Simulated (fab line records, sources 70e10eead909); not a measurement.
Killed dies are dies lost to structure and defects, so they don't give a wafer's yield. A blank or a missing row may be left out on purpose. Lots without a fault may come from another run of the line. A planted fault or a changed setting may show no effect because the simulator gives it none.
fab line records | flow nand_harc
record lots=7 wafers=20 last_day=34
route steps=1302 shown A_CHANNEL_HOLE_D2@602 A_CHANNEL_FILL_D2@610
lots that met no fault: from a run of the same line without faults
start_h: hours from the record's first day to the start of the lot's first wafer shown | wait_h: hours since the lot's step before | " the same as in the row above | L1.1+2: a row that stands for several wafers | - no value, or no start given | * or withheld: withheld | < > ~ a bound
route shown NAME@n: a module of which the file shows steps, and the number in the route of the first | usual: mean/standard deviation of fault-free wafers | same: alike in all rows | chamber/n: place in a boat | sites: the reading at each site | _std_site: their standard deviation | _edge_site: outer sites' mean less inner sites' | radius_mm: how far each site lies from the wafer's centre | mask NAME#n: copy n | behind: the tool/chamber that last shaped the wafer | hold: why the lot was held/for how many hours/how that ended | device: the transistor (n, p or np) that didn't switch | end of line: the same wafers' tests at the end of the route | a step without rows: its recipe alone | killed: dies lost to structure and defects at the first sort, not the wafer's yield | map: a wafer's dies, x killed, . not, _ none there
set.NAME: the setting as run; set.NAME@STEP: as run at that earlier step | model.NAME: the simulator's own value behind a step, which no gauge read
lots at some steps of the route; a table a step, a row a wafer
services: from which hour (start_h, from the record's first day; less than 0 if before it) a tool's chamber was out of use, for how many hours, and why
## steps
# step NHARC_A_CHANNEL_HOLE_D2_STRIP_43
# recipe o2_flow_sccm=400 cos_flow_sccm=20 ar_flow_sccm=0 bias_w=0 chemistry=O2/COS
# step NHARC_A_CHANNEL_HOLE_D2_ETCH_44
# recipe target_depth_a=1400 overetch_a=140 time_s=77 ion_energy_ev=100 cf4_flow_sccm=80 o2_flow_sccm=20 ar_flow_sccm=0 rf_w=300 bias_w=100 chemistry=CF4/O2
# usual drypump_motor_current_A=5.7/0.38 oes_product_au=0.997/0.0087 rf_vpp_V=197.5/1.4 showerhead_plenum_p_Torr=1.32/0.055 throttle_valve_pct=13.399/0.0088
# columns lot.wafer tool chamber start_h wait_h drypump_motor_current_A oes_product_au rf_hours_counter_h rf_vpp_V showerhead_plenum_p_Torr throttle_valve_pct
L971.3 rie_diel-08 0 324.37 0.1 5.4 0.998 6.0 197.3 1.26 13.390
L971.2 " 1 " " 6.0 0.982 5.5 197.1 1.29 13.397
L971.6 " 3 " " 5.8 1.002 - 198.1 1.38 13.415
L978.1 rie_diel-08 2 402.88 0.1 5.7 0.996 1.7 196.6 1.27 13.389
L978.6 " 2 " " 5.7 0.997 - 195.1 1.27 13.382
L978.5 " 3 " " 5.8 0.992 - 199.9 1.38 13.400
L980.2 rie_diel-08 0 416.27 0.1 5.4 1.008 3.2 194.3 1.26 13.398
L980.3 " 1 " " 6.0 0.985 3.2 197.2 1.29 13.391
L980.4 " 2 " " 5.6 1.012 2.7 195.4 1.27 13.401
L979.3 rie_diel-08 2 420.52 0.1 5.6 1.002 2.9 196.0 1.27 13.380
L979.6 " 1 " " 6.0 0.992 - 196.2 1.29 13.402
L979.5 " 2 " " 5.7 0.992 - 195.9 1.27 13.407
L983.1 rie_diel-06 3 448.60 0.1 5.4 0.992 6.9 196.6 1.24 13.397
L983.4 " 1 " " 6.3 0.999 7.5 196.5 1.26 13.401
L990.3 rie_diel-01 1 527.33 0.1 6.6 1.010 7.6 199.4 1.42 13.405
L990.1 " 3 " " 5.0 1.008 6.9 198.7 1.35 13.401
L990.5 " 1 " " 6.6 1.008 - 199.5 1.42 13.395
L991.3 rie_diel-06 1 527.80 0.0 6.3 0.994 2.8 196.0 1.26 13.422
L991.1 " 2 " " 5.7 1.005 2.5 197.9 1.36 13.392
L991.2 " 0 " " 5.7 1.009 2.7 197.8 1.32 13.400
# step NHARC_A_CHANNEL_HOLE_D2_STRIP_28
# recipe o2_flow_sccm=500 ar_flow_sccm=0 bias_w=0 chemistry=O2
# usual drypump_motor_current_A=5.8/0.38 oes_product_au=0.995/0.009 rf_vpp_V=57.8/0.85 showerhead_plenum_p_Torr=3.49/0.14 throttle_valve_pct=17.037/0.0088
# columns lot.wafer tool chamber start_h wait_h drypump_motor_current_A oes_product_au rf_hours_counter_h rf_vpp_V showerhead_plenum_p_Torr throttle_valve_pct
L971.3 rie_diel-08 3 - - 5.8 0.998 6.0 58.6 3.63 17.029
L971.2 " 0 " " 5.4 0.979 6.0 56.1 3.34 17.042
L971.6 " 0 " " 5.4 0.995 - 57.2 3.34 17.034
L978.1 rie_diel-08 2 - - 5.7 1.004 1.7 57.8 3.37 17.029
L978.5 " 3 " " 5.8 0.998 - 57.8 3.63 17.033
L978.6 " 0 " " 5.4 1.000 - 58.6 3.34 17.022
L980.3 rie_diel-08 2 - - 5.7 1.003 2.7 57.7 3.37 17.043
L980.4 " 3 " " 5.8 0.988 2.8 57.4 3.63 17.046
L980.2 " 0 " " 5.4 0.998 3.3 56.1 3.34 17.030
L979.3 rie_diel-08 0 - - 5.4 1.007 3.4 57.7 3.34 17.044
L979.6 " 0 " " 5.4 1.002 - 57.7 3.34 17.050
L979.5 " 1 " " 6.0 0.984 - 57.9 3.42 17.028
L983.1 rie_diel-06 1 - - 6.3 1.003 7.5 57.1 3.33 17.038
L983.4 " 2 " " 5.7 0.998 7.4 58.4 3.59 17.033
L990.3 rie_diel-01 3 - - 5.0 1.004 6.9 57.6 3.57 17.039
L990.1 " 0 " " 6.1 0.983 6.5 58.2 3.52 17.030
L990.5 " 2 " " 5.6 1.014 - 57.7 3.67 17.040
L991.2 rie_diel-06 2 - - 5.7 0.997 2.6 57.4 3.59 17.042
L991.3 " 0 " " 5.7 1.011 2.7 56.4 3.48 17.039
L991.1 " 1 " " 6.3 0.987 2.9 57.5 3.33 17.035
# step NHARC_A_CHANNEL_HOLE_D2_PRECLEAN_29
# recipe time_s=* temp_c=50 bath_age_min=0 chemistry=SC1
# step NHARC_A_CHANNEL_HOLE_D2_SRD_30
# step NHARC_A_CHANNEL_HOLE_D2_CD_MEAS_31
# usual cd_nm=90.1/1.4
# columns lot.wafer tool chamber start_h wait_h cd_nm
L971.2 cd_sem-02 - 325.16 - 89.6
L971.3 " - " " 90.2
L971.6 " - " " 91.8
L978.1 cd_sem-02 - 403.69 - 89.4
L978.5 " - " " 89.7
L978.6 " - " " 90.1
L980.2 cd_sem-03 - 417.08 - 90.3
L980.3 " - " " 90.4
L980.4 " - " " 90.2
L979.3 cd_sem-03 - 421.33 - 89.5
L979.5 " - " " 90.9
L979.6 " - " " 92.0
L983.1 cd_sem-02 - 449.40 - 90.2
L983.4 " - " " 88.7
L990.1 cd_sem-03 - 528.12 - 88.4
L990.3 " - " " 87.5
L990.5 " - " " 88.0
L991.1 cd_sem-02 - 528.63 0.1 91.5
L991.2 " - " " 88.3
L991.3 " - " " 90.4
# step NHARC_A_CHANNEL_HOLE_D2_XSEM_32
# recipe landing_energy_ev=35000
# usual bot_cd_nm=74.8/1.4 bow_nm=8.65/0.29 tilt_deg=0.10/0.049
# same landing_energy_ev=35000
# columns lot.wafer tool chamber start_h wait_h bot_cd_nm bow_nm tilt_deg
L971.2 xsem-01 0 325.24 0.1 75.6 8.29 0.03
L971.3 " 0 " " 76.1 8.23 0.03
L971.6 " 0 " " 77.4 8.26 0.03
L978.1 xsem-02 0 403.78 0.1 73.3 8.93 0.08
L978.5 " 0 " " 73.2 8.98 0.08
L978.6 " 0 " " 73.7 8.97 0.08
L980.2 xsem-02 0 417.17 0.1 75.0 8.75 0.17
L980.3 " 0 " " 75.1 8.63 0.17
L980.4 " 0 " " 74.7 8.73 0.17
L979.3 xsem-01 0 421.42 0.1 74.3 8.86 0.11
L979.5 " 0 " " 74.9 8.82 0.11
L979.6 " 0 " " 76.5 8.88 0.11
L983.1 xsem-02 0 449.49 0.1 74.4 8.37 0.15
L983.4 " 0 " " 73.5 8.26 0.15
L990.1 xsem-02 0 528.21 0.1 73.7 9.07 0.01
L990.3 " 0 " " 74.1 9.08 0.01
L990.5 " 0 " " 73.8 9.10 0.01
L991.1 xsem-01 0 528.71 0.1 76.2 8.11 0.03
L991.2 " 0 " " 73.5 8.09 0.03
L991.3 " 0 " " 74.9 8.07 0.03
# step NHARC_A_CHANNEL_HOLE_D2_INSPECT_40
# usual raw_defect_count=280/86
# columns lot.wafer tool chamber start_h wait_h raw_defect_count
L971.2 defect_inspect-02 - 325.34 - 338
L971.3 " - " " 553
L971.6 " - " " 329
L978.1 defect_inspect-01 - 403.90 - 231
L978.5 " - " " 213
L978.6 " - " " 220
L980.2 defect_inspect-01 - 417.27 - 348
L980.3 " - " " 468
L980.4 " - " " 304
L979.3 defect_inspect-02 - 421.51 - 187
L979.5 " - " " 240
L979.6 " - " " 230
L983.1 defect_inspect-01 - 449.59 - 343
L983.4 " - " " 279
L990.1 defect_inspect-01 - 528.31 - 171
L990.3 " - " " 219
L990.5 " - " " 155
L991.1 defect_inspect-02 - 528.82 - 371
L991.2 " - " " 368
L991.3 " - " " 408
# step NHARC_A_CHANNEL_FILL_D2_PRECLEAN_00
# recipe time_s=* temp_c=50 bath_age_min=0 chemistry=SC1
# step NHARC_A_CHANNEL_FILL_D2_SRD_01
# step NHARC_A_CHANNEL_FILL_D2_ALD_02
# recipe target_thk_a=60 pulse_time_s=10 ald_cycles=60 temp_c=300 material=SiO2
# step NHARC_A_CHANNEL_FILL_D2_ALD_03
# recipe target_thk_a=60 pulse_time_s=60 ald_cycles=58 temp_c=630 pressure_torr=2 material=SiNx
# usual ald_cycles=58/0 chamber_pressure_Torr=2.000/0.0045 precursor_pulse_height_rel=0.999/0.02
# same pulse_time_s=60
# columns lot.wafer tool chamber start_h wait_h ald_cycles chamber_pressure_Torr precursor_pulse_height_rel
L971.2 ald_sin_batch-02 0 - - 58 2.007 0.986
L971.3 " 0 " " 58 2.006 1.027
L971.6 " 0 " " 58 2.003 0.980
L978.1 ald_sin_batch-03 0 - - 58 2.000 0.940
L978.5 " 0 " " 58 2.001 1.008
L978.6 " 0 " " 58 2.007 0.994
L980.2 ald_sin_batch-02 0 - - 58 2.004 0.988
L980.3 " 0 " " 58 2.008 1.003
L980.4 " 0 " " 58 2.008 1.019
L979.3 ald_sin_batch-02 0 - - 58 1.996 0.984
L979.5 " 0 " " 58 1.999 1.007
L979.6 " 0 " " 58 1.992 0.987
L983.1 ald_sin_batch-02 0 - - 58 2.008 0.998
L983.4 " 0 " " 58 2.001 1.043
L990.1 ald_sin_batch-03 0 - - 58 2.000 1.021
L990.3 " 0 " " 58 1.995 1.010
L990.5 " 0 " " 58 1.994 0.990
L991.1 ald_sin_batch-03 0 - - 58 2.001 1.039
L991.2 " 0 " " 58 2.007 1.001
L991.3 " 0 " " 58 2.004 0.979
# step NHARC_A_CHANNEL_FILL_D2_ALD_14
# recipe target_thk_a=25 pulse_time_s=10 ald_cycles=25 temp_c=300 material=SiO2
# usual ald_cycles=25/0 heater_power_w=458/57 precursor_pulse_height_rel=1.002/0.019
# same pulse_time_s=10
# columns lot.wafer tool chamber start_h wait_h ald_cycles heater_power_w precursor_pulse_height_rel since_wet_clean_h
L971.2 ald_hk-01 3 332.99 0.5 25 427 0.988 25
L971.3 " 1 " " 25 464 0.980 25
L971.6 " 2 " " 25 409 0.977 -
L978.1 ald_hk-02 0 411.22 0.1 25 551 0.988 51
L978.6 " 2 " " 25 404 0.993 -
L978.5 " 3 " " 25 388 0.998 -
L980.2 ald_hk-02 0 424.52 0.1 25 545 1.021 65
L980.3 " 1 " " 25 457 0.994 65
L980.4 " 2 " " 22 412 1.012 65
L979.3 ald_hk-02 2 428.84 0.2 25 408 1.019 69
L979.6 " 3 " " 25 403 1.008 -
L979.5 " 0 " " 22 540 1.009 -
L983.1 ald_hk-02 0 456.83 0.1 25 541 1.000 97
L983.4 " 2 " " 22 416 1.000 97
L990.1 ald_hk-01 0 535.51 0.0 25 392 1.039 50
L990.3 " 1 " " 25 490 1.015 50
L990.5 " 0 " " 25 391 1.056 -
L991.3 ald_hk-01 1 535.73 0.3 25 480 1.002 50
L991.1 " 3 " " 25 441 0.979 50
L991.2 " 0 " " 25 402 0.972 50
# step NHARC_A_CHANNEL_FILL_D2_ALD_15
# recipe target_thk_a=20 pulse_time_s=60 ald_cycles=19 temp_c=630 pressure_torr=2 material=SiNx
# usual ald_cycles=19/0 chamber_pressure_Torr=2.000/0.0044 precursor_pulse_height_rel=1.003/0.019
# same pulse_time_s=60
# columns lot.wafer tool chamber start_h wait_h ald_cycles chamber_pressure_Torr precursor_pulse_height_rel
L971.2 ald_sin_batch-02 0 - - 19 1.999 0.982
L971.3 " 0 " " 19 1.992 0.978
L971.6 " 0 " " 19 1.993 0.997
L978.1 ald_sin_batch-02 0 - - 19 2.000 1.035
L978.5 " 0 " " 19 2.002 1.011
L978.6 " 0 " " 19 2.007 0.993
L980.2 ald_sin_batch-03 0 - - 19 2.007 0.987
L980.3 " 0 " " 19 2.000 0.994
L980.4 " 0 " " 19 2.000 1.006
L979.3 ald_sin_batch-01 0 - - 19 2.002 1.039
L979.5 " 0 " " 19 1.997 1.014
L979.6 " 0 " " 19 1.994 1.007
L983.1 ald_sin_batch-03 0 - - 19 2.002 1.005
L983.4 " 0 " " 19 1.991 1.012
L990.1 ald_sin_batch-02 0 - - 19 2.001 0.998
L990.3 " 0 " " 19 2.004 0.979
L990.5 " 0 " " 19 2.004 1.033
L991.1 ald_sin_batch-02 0 - - 19 2.001 1.026
L991.2 " 0 " " 19 2.009 0.991
L991.3 " 0 " " 19 2.002 0.995
## services
# columns tool chamber start_h hours kind
rie_diel-06 - 307.20 9.0 pm
rie_diel-08 0 322.30 - clean
rie_diel-08 1 322.30 - clean
rie_diel-08 2 322.30 - clean
rie_diel-08 3 322.30 - clean
rie_diel-06 0 323.13 4.4 repair
rie_diel-01 - 336.21 0.9 repair
rie_diel-06 3 338.40 5.2 repair
rie_diel-08 0 346.80 - clean
rie_diel-08 1 346.80 - clean
rie_diel-08 2 346.80 - clean
rie_diel-06 - 363.40 1.3 repair
rie_diel-08 - 367.80 9.0 pm
xsem-01 - 374.00 14.0 pm
rie_diel-01 - 380.80 9.0 pm
ald_sin_batch-01 - 417.79 4.8 repair
rie_diel-01 0 441.94 9.4 repair
ald_hk-01 - 475.78 10.0 pm
rie_diel-06 - 484.20 9.0 pm
rie_diel-08 1 502.07 7.4 repair
ald_sin_batch-01 - 506.39 26.0 pm
rie_diel-01 2 512.79 9.8 repair
ald_sin_batch-02 - 514.55 2.2 repair
ald_hk-02 - 527.99 10.0 pm
## key
first_sign step=NHARC_A_CHANNEL_FILL_D2_ALD_14 reading=ald_cycles direction=down sigmas=99+ usual=25 struck=22
effect none on later readings
met_at NHARC_A_CHANNEL_FILL_D2_ALD_14
struck_wafers L979.5,L980.4,L983.4
tester_left_out L979,L980,L983
onset_between 411.22 424.52
fault kind=process_parameter_drift tool=ald_hk-02 chamber=- onset_h=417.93 steps=NHARC_A_CHANNEL_FILL_D2_ALD_14 channel=ald_cycles offset=-3 shape=step end_h=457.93 scope=struck_wafers_only acts_in=these_recipes_only stated=25
# tester_left_out: of these lots the tester's yield and bins aren't shown, on N5 and GAA mostly nor the transistor test; their killed dies are dies lost to structure and defects alone, not to doping, threshold or leakage, so they don't give the yield
